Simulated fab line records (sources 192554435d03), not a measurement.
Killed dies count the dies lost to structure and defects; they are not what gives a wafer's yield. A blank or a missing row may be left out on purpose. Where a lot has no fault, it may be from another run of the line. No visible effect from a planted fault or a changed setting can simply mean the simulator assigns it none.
Problem report in the 8D (eight disciplines) form, filled by code / flow n5 finfet / the parts of the form that need people (team, actions taken, sign-off) are left out

## 1. WHAT IS WRONG
run length s at N5_BEOL_M4_CO_CAP_55 reads a mean of 177.2 s on 2 wafers of 2 lots; wafers without a fault read 125.0 s with a standard deviation of 0.5. That is +99 or more standard deviations from the usual mean.
The step: material Co, precursor CCTBA/H2, target thk 2 nm, time 102.1 s.
Earliest sighting: wafer L235.6 on cvd co-01 at day 12 10:57. The record holds 28 wafers of 10 lots with a number at this step. The rule behind "out" and "out of limits": a value lying over 4 standard deviations away from the usual mean. All remaining wafers that have a number are taken as sound.

## 2. WHAT THIS IS AND IS NOT
question=which readings at this step | is=run length s | is not=heater power w
question=which lots | is=L235, L236 | is not=L218, L220, L222, L223, L225, L227, L228, L232
question=which wafers of those lots | is=L235.6, L236.5 | is not=L235.1, L236.4
question=read on which tools | is=cvd co-01 | is not=cvd co-02
question=when | is=from day 12 10:57 | is not=up to then (25 sound wafers); but 1 sound wafer of L236 came after

## 3. THE SUSPECTS, EACH WITH WHAT RULES IT OUT
Counting: any tool at a process step up to the reading remains a suspect provided it ran every lot that is out. Sound lots after the first of them don't rule it out here, since some wafers of a struck lot are sound.
- cvd co-01 at N5_BEOL_M4_CO_CAP_55 (material Co, precursor CCTBA/H2, target thk 2 nm, time 102.1 s): kept. Every lot that is out went through it, the first being L235 (day 12 10:57); the last sound lot it ran before that was L228 (day 11 12:05). On those wafers its own readings are out: run length s.
The count leaves cvd co-01 at N5_BEOL_M4_CO_CAP_55.

## 4. THE CAUSE (what the simulator had put in)
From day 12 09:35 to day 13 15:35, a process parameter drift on cvd co-01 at N5_BEOL_M4_CO_CAP_55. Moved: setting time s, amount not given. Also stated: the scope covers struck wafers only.
This tool alone remained once counting was done.

## 5. THE CHAIN OF EFFECTS, in route order
One row per reading whose mean, taken over the struck wafers that have a number, lies over 3 standard deviations from the usual. Readings are gone through only where the record gives a usual standard deviation; hours: the median, over the lots, of the time from a lot's start at the first step in this table giving one to that lot's start at this step; sigmas: the change measured in usual standard deviations.
hours=0; step=N5_BEOL_M4_CO_CAP_55; reading=run length s; usual=125.0 s; on struck wafers=177.2; change=+52.2; sigmas=+99 or more
Its process steps:
- N5_BEOL_M4_CO_CAP_55: material Co, precursor CCTBA/H2, target thk 2 nm, time 102.1 s.
Later measuring or inspecting steps at which every struck wafer that the step has a row for has a number for every such reading, and none has moved that far: N5_BEOL_M4_RC_MEAS_101.

## 6. WHAT WOULD HAVE CAUGHT IT SOONER
In this record the first reading out of limits was taken at day 12 10:57, 1 hour after the fault began at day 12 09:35.
